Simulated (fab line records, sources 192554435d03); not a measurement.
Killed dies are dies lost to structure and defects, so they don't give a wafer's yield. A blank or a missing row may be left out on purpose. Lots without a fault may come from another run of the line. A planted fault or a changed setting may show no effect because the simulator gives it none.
Split-lot experiment | flow n5_finfet | 7 lots, 39 wafers read, on a route of 1938 steps

THE SPLIT
At N5_BEOL_M6_ALD_77 (deposits TaN, target thk 2 nm, pulse time 2 s, purge time 3 s), the setting ald_cycles was moved away from the recipe's 40 on 9 of the 39 wafers read, by -55.0% to +42.5%. The other wafers ran this setting at the recipe's value.

The reading is taken at the split's own step.

THE READING
TaN_of_BEOL_M6_ALD_77.thk_nm (the simulator's own value, which no gauge read), in nm, at N5_BEOL_M6_ALD_77 (deposits TaN, target thk 2 nm, pulse time 2 s, purge time 3 s). The file gives no usual value for it.

wafer  | tool, chamber at the split | ald_cycles as run | against the recipe | TaN_of_BEOL_M6_ALD_77.thk_nm, nm | against lot-mates on the recipe
L076.1 | ald_metal-01, 2,0,0        | 40                | recipe             | 2                                | -
L076.4 | ald_metal-01, 2,0,0        | 40                | recipe             | 2                                | -
L076.6 | ald_metal-01, 2,0,0        | 40                | recipe             | 2                                | -
L076.2 | ald_metal-01, 1,3,3        | 57                | +42.5%             | 2.8                              | +0.8
L076.3 | ald_metal-01, 1,3,3        | 57                | +42.5%             | 2.8                              | +0.8
L076.5 | ald_metal-01, 1,3,3        | 57                | +42.5%             | 2.8                              | +0.8
L079.1 | ald_metal-01, 0,2,1,3,2,3  | 40                | recipe             | 2                                | -
L079.2 | ald_metal-01, 0,2,1,3,2,3  | 40                | recipe             | 2                                | -
L079.3 | ald_metal-01, 0,2,1,3,2,3  | 40                | recipe             | 2                                | -
L079.4 | ald_metal-01, 0,2,1,3,2,3  | 40                | recipe             | 2                                | -
L079.5 | ald_metal-01, 0,2,1,3,2,3  | 40                | recipe             | 2                                | -
L079.6 | ald_metal-01, 0,2,1,3,2,3  | 40                | recipe             | 2                                | -
L084.1 | ald_metal-03, 2,3,3        | 18                | -55.0%             | 0.8                              | -1.2
L084.4 | ald_metal-03, 2,3,3        | 18                | -55.0%             | 0.8                              | -1.2
L084.5 | ald_metal-03, 2,3,3        | 18                | -55.0%             | 0.8                              | -1.2
L084.2 | ald_metal-03, 1,0,0        | 40                | recipe             | 2                                | -
L084.3 | ald_metal-03, 1,0,0        | 40                | recipe             | 2                                | -
L084.6 | ald_metal-03, 1,0,0        | 40                | recipe             | 2                                | -
L087.2 | ald_metal-01, 1,3,3        | 40                | recipe             | 2                                | -
L087.4 | ald_metal-01, 1,3,3        | 40                | recipe             | 2                                | -
L087.5 | ald_metal-01, 1,3,3        | 40                | recipe             | 2                                | -
L091.1 | ald_metal-01, 3,2,1,0,0,3  | 40                | recipe             | 2                                | -
L091.2 | ald_metal-01, 3,2,1,0,0,3  | 40                | recipe             | 2                                | -
L091.3 | ald_metal-01, 3,2,1,0,0,3  | 40                | recipe             | 2                                | -
L091.4 | ald_metal-01, 3,2,1,0,0,3  | 40                | recipe             | 2                                | -
L091.5 | ald_metal-01, 3,2,1,0,0,3  | 40                | recipe             | 2                                | -
L091.6 | ald_metal-01, 3,2,1,0,0,3  | 40                | recipe             | 2                                | -
L092.1 | ald_metal-03, 3,2,1,0,3,2  | 40                | recipe             | 2                                | -
L092.2 | ald_metal-03, 3,2,1,0,3,2  | 40                | recipe             | 2                                | -
L092.3 | ald_metal-03, 3,2,1,0,3,2  | 40                | recipe             | 2                                | -
L092.4 | ald_metal-03, 3,2,1,0,3,2  | 40                | recipe             | 2                                | -
L092.5 | ald_metal-03, 3,2,1,0,3,2  | 40                | recipe             | 2                                | -
L092.6 | ald_metal-03, 3,2,1,0,3,2  | 40                | recipe             | 2                                | -
L097.1 | ald_metal-03, 1,2,1        | 29                | -27.5%             | 1.4                              | -0.6
L097.5 | ald_metal-03, 1,2,1        | 29                | -27.5%             | 1.4                              | -0.6
L097.6 | ald_metal-03, 1,2,1        | 29                | -27.5%             | 1.4                              | -0.6
L097.2 | ald_metal-03, 2,0,3        | 40                | recipe             | 2                                | -
L097.3 | ald_metal-03, 2,0,3        | 40                | recipe             | 2                                | -
L097.4 | ald_metal-03, 2,0,3        | 40                | recipe             | 2                                | -
Where a row lists several chambers, the file gives one row for several wafers and doesn't say which wafer went through which chamber.

THE FIT
A straight line over all 39 wafers: TaN_of_BEOL_M6_ALD_77.thk_nm changes by +0.0208 nm for each +1% of ald_cycles; r = +1.00; the points scatter about the line by 0.027 nm.
The same after taking each lot's own level away (the mean of its wafers on the recipe; 39 wafers): +0.0208 nm for each +1%; r = +1.00; scatter 0.027 nm.
On that fit, the largest move of ald_cycles shifts the reading by 1.1 nm.
The lots' own levels span 2.00 to 2.00 nm.
So the lot-to-lot level changes the slope little: the two slopes agree.
Check: with one of the wafers moved furthest among these (-55.0%) left out of the fit, the line predicts -1.14 nm for it against its lot-mates. It came out at -1.2 nm against them.

OTHER SPLITS ON THESE WAFERS
These wafers also went through other splits before the reading. Each is held against what the fit with the lots' levels taken away leaves over:
other split on the same wafers           | wafers away from the commonest value | r with TaN_of_BEOL_M6_ALD_77.thk_nm (lot level and that fit taken away)
N5_BEOL_M5_TRENCH_ETCH_37 target_depth_a | 9                                    | +0.50

THE FILE'S OWN FIT
TaN_of_BEOL_M6_ALD_77.thk_nm changes by +0.0209 nm for each +1% of ald_cycles, r = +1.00.
